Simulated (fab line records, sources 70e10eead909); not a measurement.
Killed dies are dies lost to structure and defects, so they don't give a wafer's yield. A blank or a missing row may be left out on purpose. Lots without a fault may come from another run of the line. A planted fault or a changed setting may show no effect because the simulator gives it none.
Chamber matching | flow nand_harc | NHARC_A_STAIRCASE_DESCUM_270 on rie_diel-04: 4 sister chambers
The step chemistry O2, time 3 s. 14 wafers are shown with their chamber, then 7 later ones without.

WAFERS WITH THEIR CHAMBER
wafer  | chamber | showerhead_plenum_p_Torr (Torr) | oes_product_au (a.u.) | rf_vpp_V (V)
L075.2 | 1       | 1.99                            | 1.014                 | 58.2
L075.4 | 1       | 1.99                            | 0.997                 | 58.0
L075.6 | 0       | 1.97                            | 1.020                 | 57.9
L078.1 | 3       | 1.99                            | 1.009                 | 55.8
L078.3 | 1       | 1.98                            | 1.012                 | 57.5
L078.5 | 1       | 1.98                            | 1.010                 | 59.4
L080.4 | 3       | 1.99                            | 0.996                 | 57.5
L080.5 | 1       | 1.98                            | 0.997                 | 58.1
L080.6 | 0       | 1.96                            | 1.004                 | 58.3
L085.2 | 2       | 1.92                            | 1.002                 | 57.4
L085.3 | 0       | 1.95                            | 1.023                 | 56.8
L085.6 | 3       | 1.98                            | 1.008                 | 57.5
L090.2 | 0       | 1.95                            | 1.037                 | 58.1
L090.3 | 3       | 1.98                            | 0.990                 | 58.0

SIGNATURES (means of the wafers above)
reading                  | chamber 0 | chamber 1 | chamber 2 | chamber 3 | scatter within a chamber
showerhead_plenum_p_Torr | 1.9575    | 1.9840    | 1.9200    | 1.9850    | 0.00704
oes_product_au           | 1.02100   | 1.00600   | 1.00200   | 1.00075   | 0.0104
rf_vpp_V                 | 57.775    | 58.240    | 57.400    | 57.200    | 0.781
Rule: a wafer's distance from a chamber is the root of the sum, over the readings, of the square of ((its reading less the chamber's mean) divided by the reading's scatter). The wafer belongs to the nearest chamber; if the next one is less than 2 further off, it can't be placed. The scatter: the root of (the sum of the squares of (reading less its chamber's mean) over the shown wafers, divided by (wafers less chambers)).

WAFERS WITHOUT THEIR CHAMBER
wafer  | showerhead_plenum_p_Torr (Torr) | oes_product_au (a.u.) | rf_vpp_V (V)
L090.6 | 1.95                            | 1.034                 | 57.7
L093.2 | 1.95                            | 1.021                 | 57.2
L093.4 | 1.96                            | 1.024                 | 58.8
L093.6 | 1.98                            | 0.990                 | 58.2
L096.2 | 1.91                            | 1.023                 | 58.2
L096.3 | 1.96                            | 1.026                 | 58.2
L096.5 | 1.91                            | 1.017                 | 57.0

WHICH CHAMBER EACH WENT THROUGH
wafer  | from the rows above     | in truth
L090.6 | 0                       | 0
L093.2 | 0                       | 0
L093.4 | 0                       | 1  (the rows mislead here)
L093.6 | can't be placed: 1 or 3 | 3
L096.2 | 2                       | 2
L096.3 | 0                       | 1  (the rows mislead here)
L096.5 | 2                       | 2
Placed correctly: 4 of 7. Can't be placed from these rows: 1 (the true chamber is among the candidates in 1). Placed wrongly: 2.
